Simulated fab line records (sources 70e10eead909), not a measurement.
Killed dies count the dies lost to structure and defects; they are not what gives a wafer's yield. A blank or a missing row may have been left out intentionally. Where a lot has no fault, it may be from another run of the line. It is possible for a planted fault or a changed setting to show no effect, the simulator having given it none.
Chamber matching / flow nand_harc / NHARC_A_CHANNEL_FILL_D2_ALD_25 on ald_hk-01 has 4 sister chambers
The step deposits SiOx, target thk 60 nm, pulse time 10 s, ald cycles 600. 4 wafers are shown with their chamber, then 8 later ones without.

## EACH WAFER AND ITS CHAMBER
wafer=L909.5; chamber=3; heater_power_w (W)=496
wafer=L912.3; chamber=0; heater_power_w (W)=441
wafer=L912.6; chamber=2; heater_power_w (W)=506
wafer=L913.4; chamber=1; heater_power_w (W)=432

## WAFERS WITHOUT THEIR CHAMBER
wafer=L913.5; heater_power_w (W)=439
wafer=L913.6; heater_power_w (W)=452
wafer=L924.1; heater_power_w (W)=502
wafer=L924.4; heater_power_w (W)=441
wafer=L924.5; heater_power_w (W)=503
wafer=L925.1; heater_power_w (W)=507
wafer=L925.3; heater_power_w (W)=454
wafer=L925.5; heater_power_w (W)=504

## CHAMBER TAKEN BY EACH
wafer=L913.5; from the rows above=can't be placed: 0 or 1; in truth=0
wafer=L913.6; from the rows above=can't be placed: 0 or 1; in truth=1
wafer=L924.1; from the rows above=can't be placed: 2 or 3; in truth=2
wafer=L924.4; from the rows above=can't be placed: 0 or 1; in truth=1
wafer=L924.5; from the rows above=can't be placed: 2 or 3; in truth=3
wafer=L925.1; from the rows above=can't be placed: 2 or 3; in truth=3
wafer=L925.3; from the rows above=can't be placed: 0 or 1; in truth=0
wafer=L925.5; from the rows above=can't be placed: 2 or 3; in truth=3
0 of 8 placed correctly. Not placeable from these rows: 8 (in 8, the candidates include the true chamber). Wrongly placed: 0.
How it was worked out, from the rows above alone: a wafer's distance from a chamber is the root of the sum, over the readings, of the square of ((its reading less the chamber's mean) divided by the reading's scatter). If the next closest chamber is less than 2 further off than the closest, the wafer can't be placed; otherwise it belongs to the closest. A chamber's mean is the mean of its shown wafers. The scatter: with one shown wafer a chamber, the root of the mean of the squares of how far each hidden wafer lies from its nearest shown one.
